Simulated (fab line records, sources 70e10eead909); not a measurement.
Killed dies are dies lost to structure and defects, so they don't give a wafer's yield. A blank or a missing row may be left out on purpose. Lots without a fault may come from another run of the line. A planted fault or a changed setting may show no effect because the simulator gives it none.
fab line records | flow nand_harc
record lots=13 wafers=39 last_day=33
route steps=1302 shown A_CHANNEL_FILL_D1@500 A_ONON_D2@560 END@1302
lots that met no fault: from a run of the same line without faults
start_h: hours from the record's first day to the start of the lot's first wafer shown | wait_h: hours since the lot's step before | " the same as in the row above | L1.1+2: a row that stands for several wafers | - no value, or no start given | * or withheld: withheld | < > ~ a bound
route shown NAME@n: a module of which the file shows steps, and the number in the route of the first | usual: mean/standard deviation of fault-free wafers | same: alike in all rows | chamber/n: place in a boat | sites: the reading at each site | _std_site: their standard deviation | _edge_site: outer sites' mean less inner sites' | radius_mm: how far each site lies from the wafer's centre | mask NAME#n: copy n | behind: the tool/chamber that last shaped the wafer | hold: why the lot was held/for how many hours/how that ended | device: the transistor (n, p or np) that didn't switch | end of line: the same wafers' tests at the end of the route | a step without rows: its recipe alone | killed: dies lost to structure and defects at the first sort, not the wafer's yield | map: a wafer's dies, x killed, . not, _ none there
set.NAME: the setting as run; set.NAME@STEP: as run at that earlier step | model.NAME: the simulator's own value behind a step, which no gauge read
steps of the route over a sample of lots; a table a step, a row a wafer
services: from which hour (start_h, from the record's first day; less than 0 if before it) a tool's chamber was out of use, for how many hours, and why
## steps
# step NHARC_A_CHANNEL_FILL_D1_ETCHBACK_20
# recipe target_depth_a=270 time_s=13.5 c4f8_flow_sccm=withheld o2_flow_sccm=8 ar_flow_sccm=withheld rf_w=600 bias_w=1500 chemistry=C4F8/O2/Ar
# usual oes_product_au=0.95/0.035 rf_vpp_V=977/6
# columns lot.wafer tool chamber start_h wait_h oes_product_au rf_hours_counter_h rf_vpp_V
L113.3 rie_diel-09 0 224.30 - 0.99 4.7 975
L113.2 " 2 " " 1.01 4.6 969
L113.5 " 0 " " 0.99 - 977
L114.3 rie_diel-12 2 224.32 - 0.91 7.1 971
L114.5 " 3 " " 0.92 - 976
L114.6 " 0 " " 0.92 - 976
L115.4 rie_diel-08 0 253.95 - 0.98 2.9 980
L115.2 " 2 " " 0.97 3.1 987
L115.6 " 1 " " 0.98 - 982
L122.4 rie_diel-08 1 305.46 - 0.93 5.3 981
L122.3 " 0 " " 0.94 5.6 982
L122.6 " 1 " " 0.92 - 983
L124.4 rie_diel-12 2 332.27 - 0.93 5.0 971
L124.5 " 3 " " 0.95 - 977
L124.6 " 0 " " 0.95 - 975
L128.4 rie_diel-12 3 369.73 - 0.94 6.9 977
L128.6 " 3 " " 0.93 - 977
L128.5 " 0 " " 0.93 - 974
L129.3 rie_diel-12 3 385.37 - 0.93 8.5 978
L129.4 " 2 " " 0.92 8.3 971
L129.5 " 0 " " 0.92 - 975
L130.4 rie_diel-12 2 396.87 - 0.91 8.5 969
L130.3 " 3 " " 0.93 8.7 979
L130.5 " 0 " " 0.92 - 975
L131.1 rie_diel-08 3 396.87 - 1.00 0 980
L131.5 " 1 " " 1.01 - 983
L131.6 " 2 " " 0.99 - 988
L132.3 rie_diel-12 3 404.09 - 0.93 9.5 978
L132.1 " 1 " " 0.93 9.3 968
L132.6 " 0 " " 0.92 - 976
L133.4 rie_diel-12 1 425.27 - 0.93 10.4 968
L133.1 " 2 " " 0.92 10.5 970
L133.5 " 1 " " 0.93 - 971
L134.2 rie_diel-09 1 431.11 - 0.91 3.1 985
L134.4 " 2 " " 0.94 3.7 970
L134.5 " 1 " " 0.91 - 986
L135.1 rie_diel-09 0 440.43 - 0.92 3.7 976
L135.3 " 1 " " 0.90 3.3 987
L135.5 " 2 " " 0.94 - 970
# step NHARC_A_CHANNEL_FILL_D1_ETCHBACK_08
# recipe target_depth_a=2200 time_s=110 c4f8_flow_sccm=20 ar_flow_sccm=withheld rf_w=600 bias_w=300 chemistry=C4F8
# usual oes_product_au=0.96/0.036 rf_vpp_V=440.4/2.7
# columns lot.wafer tool chamber start_h wait_h oes_product_au rf_hours_counter_h rf_vpp_V
L113.3 rie_diel-08 0 - - 1.00 2.4 443.2
L113.2 " 2 " " 1.00 2.2 443.3
L113.5 " 3 " " 1.01 - 441.3
L114.3 rie_diel-12 3 - - 0.92 7.2 440.9
L114.6 " 1 " " 0.93 - 436.1
L114.5 " 2 " " 0.91 - 437.3
L115.2 rie_diel-09 0 - - 0.93 6.7 439.8
L115.4 " 1 " " 0.92 7.1 442.7
L115.6 " 3 " " 0.94 - 437.1
L122.4 rie_diel-08 1 - - 0.92 6.1 443.3
L122.3 " 3 " " 0.93 7.1 441.3
L122.6 " 0 " " 0.93 - 442.0
L124.4 rie_diel-09 2 - - 1.01 0.2 436.7
L124.5 " 1 " " 0.98 - 444.6
L124.6 " 2 " " 1.02 - 437.3
L128.4 rie_diel-12 1 - - 0.94 8.3 435.6
L128.6 " 2 " " 0.93 - 438.5
L128.5 " 3 " " 0.93 - 441.2
L129.4 rie_diel-12 3 - - 0.92 9.4 440.8
L129.3 " 0 " " 0.93 9.2 437.3
L129.5 " 0 " " 0.93 - 439.1
L130.3 rie_diel-12 3 - - 0.92 10.1 441.5
L130.4 " 1 " " 0.93 - 437.1
L130.5 " 2 " " 0.91 - 436.2
L131.1 rie_diel-08 3 - - 0.91 1.3 442.1
L131.5 " 0 " " 0.93 - 442.0
L131.6 " 1 " " 0.93 - 440.4
L132.3 rie_diel-08 3 - - 0.99 1.3 441.1
L132.1 " 2 " " 0.98 2.2 445.2
L132.6 " 3 " " 0.99 - 440.6
L133.1 rie_diel-08 0 - - 1.00 3.8 442.0
L133.4 " 2 " " 0.97 3.7 445.5
L133.5 " 3 " " 1.00 - 442.4
L134.4 rie_diel-08 0 - - 1.00 3.9 441.3
L134.2 " 2 " " 0.99 3.8 444.4
L134.5 " 0 " " 1.01 - 441.9
L135.1 rie_diel-12 1 - - 1.01 0.2 436.3
L135.3 " 3 " " 1.03 0.1 440.2
L135.5 " 1 " " 1.01 - 436.9
# step NHARC_A_ONON_D2_DEP_22
# recipe target_thk_a=10000 n2_flow_sccm=2750 n2o_flow_sccm=2000 nh3_flow_sccm=500 sih4_flow_sccm=210 temp_c=400
# columns lot.wafer tool chamber start_h wait_h
L113.2+3+5 pecvd_onon-04 0 293.04 0.1
L114.3+5+6 pecvd_onon-01 0 293.10 0.2
L115.2+4+6 pecvd_onon-04 0 327.50 0.1
L122.3+4+6 pecvd_onon-01 0 378.18 0.2
L124.4+5+6 pecvd_onon-01 0 402.46 0.2
L128.4+5+6 pecvd_onon-04 0 447.68 0.2
L129.3+4+5 pecvd_onon-04 0 453.20 0.2
L131.1+5+6 pecvd_onon-03 0 470.46 0.1
L130.3+4+5 pecvd_onon-04 0 470.55 0.2
L132.1+3+6 pecvd_onon-03 0 477.52 0.1
L133.1+4+5 pecvd_onon-03 0 497.20 0.1
L134.2+4+5 pecvd_onon-01 0 504.43 0.1
L135.1+3+5 pecvd_onon-04 0 512.70 0.1
# step NHARC_A_ONON_D2_THK_MEAS_24
# recipe thk_meas_gauge=ellipsometry
# usual thk_nm=996/11
# columns lot.wafer tool chamber start_h wait_h thk_nm
L114.3 film_metro-01 - 293.49 - 990
L114.5 " - " " 991
L114.6 " - " " 992
L113.2 film_metro-02 - 293.49 - 992
L113.3 " - " " 992
L113.5 " - " " 993
L115.2 film_metro-02 - 327.95 - 1013
L115.4 " - " " 1015
L115.6 " - " " 1012
L122.3 film_metro-01 - 378.57 - 1493
L122.4 " - " " 1494
L122.6 " - " " 1492
L124.4 film_metro-01 - 402.80 - 1492
L124.5 " - " " 1489
L124.6 " - " " 1491
L128.4 film_metro-02 - 448.02 - 999
L128.5 " - " " 997
L128.6 " - " " 997
L129.3 film_metro-01 - 453.60 - 1003
L129.4 " - " " 1003
L129.5 " - " " 1003
L130.3 film_metro-01 - 470.95 - 987
L130.4 " - " " 986
L130.5 " - " " 985
L131.1 film_metro-02 - 470.97 - 987
L131.5 " - " " 987
L131.6 " - " " 988
L132.1 film_metro-01 - 478.03 - 1013
L132.3 " - " " 1011
L132.6 " - " " 1013
L133.1 film_metro-01 - 497.71 - 993
L133.4 " - " " 992
L133.5 " - " " 992
L134.2 film_metro-02 - 504.88 - 987
L134.4 " - " " 987
L134.5 " - " " 987
L135.1 film_metro-01 - 513.23 - 995
L135.3 " - " " 994
L135.5 " - " " 995
# step NHARC_A_ONON_D2_DEP_33
# recipe target_thk_a=2000 temp_c=400 pressure_torr=6.5 rf_w=900 teos_flow_sccm=161.4 flow_sccm=2650 target_thk_nm=200 gas=O2 material=SiO2
# usual heater_power_outer_w=322/60 heater_power_w=602/99 throttle_valve_pct=16.4/0.6
# columns lot.wafer tool chamber start_h wait_h heater_power_outer_w heater_power_w throttle_valve_pct
L113.2 pecvd-02 1 294.68 0.1 446 759 16.6
L113.3 " 2 " " 319 540 15.7
L113.5 " 2 " " 317 549 16.0
L114.3 pecvd-03 0 294.78 0.1 242 467 15.4
L114.6 " 1 " " 283 616 16.3
L114.5 " 2 " " 256 498 17.1
L115.2 pecvd-02 0 329.14 0.1 368 710 17.0
L115.6 " 0 " " 376 751 17.2
L115.4 " 1 " " 439 744 16.8
L122.3 pecvd-02 1 379.85 0.1 373 659 16.9
L122.6 " 2 " " 276 511 15.5
L122.4 " 0 " " 296 653 17.1
L124.4 pecvd-03 1 404.13 0.2 284 632 16.7
L124.5 " 2 " " 304 577 17.0
L124.6 " 0 " " 210 400 15.1
L128.4 pecvd-03 2 449.35 0.2 238 480 17.0
L128.6 " 0 " " 264 479 15.2
L128.5 " 1 " " 292 618 16.8
L129.3 pecvd-01 0 454.89 0.1 320 556 16.4
L129.4 " 2 " " 296 552 16.2
L129.5 " 0 " " 324 567 16.3
L130.3 pecvd-01 0 472.13 0.1 328 583 16.6
L130.5 " 0 " " 341 581 16.3
L130.4 " 2 " " 327 586 16.4
L131.1 pecvd-02 2 472.21 0.1 266 466 15.8
L131.6 " 2 " " 279 494 16.0
L131.5 " 0 " " 314 671 17.1
L132.3 pecvd-01 0 479.25 0.1 252 479 16.4
L132.1 " 2 " " 368 652 16.0
L132.6 " 1 " " 281 525 16.2
L133.1 pecvd-02 2 499.02 0.1 348 580 15.9
L133.5 " 1 " " 306 568 17.0
L133.4 " 2 " " 339 588 15.8
L134.2 pecvd-01 0 506.07 0.1 287 520 15.8
L134.5 " 1 " " 310 583 15.5
L134.4 " 2 " " 344 641 16.0
L135.1 pecvd-02 1 514.42 0.1 400 670 17.3
L135.3 " 2 " " 342 578 16.1
L135.5 " 2 " " 350 583 16.0
# step NHARC_END_SORT_01
# recipe temp_c=25
# usual killed_at_array=53/20 killed_at_other=1/1.2 killed_at_periphery=3.7/2.6 killed_dies=58/20 killed_open=3.5/1.8 killed_short=2.4/1.7
# same gross_dies=677
# columns lot.wafer tool chamber start_h wait_h killed_at_array killed_at_other killed_at_periphery killed_dies killed_open killed_short
L122.3 prober-02 0 654.96 3.1 673 1 3 677 4 0
L122.4 prober-02 0 655.76 3.4 669 1 7 677 1 0
L122.6 prober-02 0 657.36 4.0 670 4 3 677 2 3
L124.4 prober-01 0 678.59 3.4 672 0 5 677 2 5
L124.5 prober-01 0 679.38 3.7 666 4 7 677 1 5
L124.6 prober-01 0 680.17 4.0 672 0 5 677 6 3
# killed by level:class
L122.3 A_ONON_D2:area_dep=614 A_CHANNEL_HOLE_D1:chamber_film_flake=37 A_CHANNEL_HOLE_D2:chamber_film_flake=10 A_CONTACT:chamber_film_flake=4 A_WL_FILL:geometric_particle:open=2 A_M0:geometric_particle:open=2 P_M2:chamber_film_flake=2 A_ZERO_WELL:chamber_film_flake=2
L122.4 A_ONON_D2:area_dep=616 A_CHANNEL_HOLE_D1:chamber_film_flake=30 A_CHANNEL_HOLE_D2:chamber_film_flake=13 P_M2:chamber_film_flake=5 A_CONTACT:chamber_film_flake=5 P_ZERO_WELL:chamber_film_flake=2 A_SLIT:chamber_film_flake=2 A_STAIRCASE:chamber_film_flake=2
L122.6 A_ONON_D2:area_dep=609 A_CHANNEL_HOLE_D1:chamber_film_flake=36 A_CHANNEL_HOLE_D2:chamber_film_flake=7 A_CONTACT:chamber_film_flake=7 THIN_TSV:chamber_film_flake=4 A_STAIRCASE:chamber_film_flake=3 A_ONON_D1:geometric_particle:short=2 P_M2:chamber_film_flake=2
L124.4 A_ONON_D2:area_dep=595 A_CHANNEL_HOLE_D1:chamber_film_flake=32 A_SLIT:chamber_film_flake=18 A_STAIRCASE:chamber_film_flake=4 A_CONTACT:chamber_film_flake=4 A_CHANNEL_HOLE_D2:chamber_film_flake=3 A_WL_FILL:chamber_film_flake=3 A_CHANNEL_FILL_D2:geometric_particle:short=2
L124.5 A_ONON_D2:area_dep=604 A_CHANNEL_HOLE_D1:chamber_film_flake=28 A_SLIT:chamber_film_flake=11 A_CONTACT:chamber_film_flake=7 A_BLC:chamber_film_flake=4 THIN_TSV:chamber_film_flake=4 P_BONDPAD:chamber_film_flake=3 A_STAIRCASE:chamber_film_flake=3
L124.6 A_ONON_D2:area_dep=581 A_CHANNEL_HOLE_D1:chamber_film_flake=34 A_SLIT:chamber_film_flake=27 A_STAIRCASE:chamber_film_flake=6 A_CONTACT:chamber_film_flake=6 A_SGD_CUT:chamber_film_flake=4 A_BLC:chamber_film_flake=3 A_BLC:geometric_particle:open=2
## services
# columns tool chamber start_h hours kind
pecvd-02 - 227.00 13.0 pm
pecvd-01 - 240.54 1.0 repair
rie_diel-12 1 253.92 16.9 repair
rie_diel-12 - 268.40 9.0 pm
pecvd_onon-01 - 269.00 13.0 pm
pecvd-02 - 288.22 0.7 repair
pecvd-02 0 293.24 2.4 repair
pecvd_onon-04 - 311.30 13.0 pm
pecvd-01 - 311.56 13.0 pm
rie_diel-08 1 316.99 4.7 repair
rie_diel-09 - 320.10 9.0 pm
pecvd-02 - 353.08 0.7 repair
rie_diel-09 1 360.52 14.0 repair
rie_diel-08 - 367.89 9.0 pm
rie_diel-08 3 377.96 16.0 repair
pecvd-02 - 408.00 13.0 pm
rie_diel-12 0 410.02 8.3 repair
pecvd-02 - 425.61 1.2 repair
rie_diel-08 3 433.02 3.3 repair
rie_diel-12 - 445.40 9.0 pm
pecvd_onon-04 - 492.30 13.0 pm
rie_diel-12 2 496.98 6.3 repair
rie_diel-09 - 497.10 9.0 pm
pecvd-02 - 511.44 2.5 repair
## key
first_sign step=NHARC_A_ONON_D2_THK_MEAS_24 reading=thk_nm direction=up sigmas=47 usual=996 struck=1492
effect step=NHARC_END_SORT_01 reading=killed_at_array direction=up sigmas=31 usual=53 struck=670
more_kills_born_at NHARC_A_ONON_D2_DEP_22@pecvd_onon-01=3619
met_at NHARC_A_ONON_D2_DEP_22
struck_lots L122,L124
struck_wafers L122.3,L122.4,L122.6,L124.4,L124.5,L124.6
later_rows_left_out L122.3,L122.4,L122.6,L124.4,L124.5,L124.6
tester_left_out L122,L124
not_acting_at NHARC_A_CHANNEL_FILL_D1_ETCHBACK_20,NHARC_A_CHANNEL_FILL_D1_ETCHBACK_08,NHARC_A_ONON_D2_DEP_33
onset_between 293.10 378.18
fault kind=process_parameter_drift tool=pecvd_onon-01 chamber=0 onset_h=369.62 steps=NHARC_A_ONON_D2_DEP_22 channel=target_thk_a offset=* shape=step end_h=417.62 acts_in=* stated=*
# tester_left_out: of these lots the tester's yield and bins aren't shown, on N5 and GAA mostly nor the transistor test; their killed dies are dies lost to structure and defects alone, not to doping, threshold or leakage, so they don't give the yield
# later_rows_left_out: the simulator's readings of these wafers behind a module that went badly wrong aren't trusted and aren't shown, but for the sort
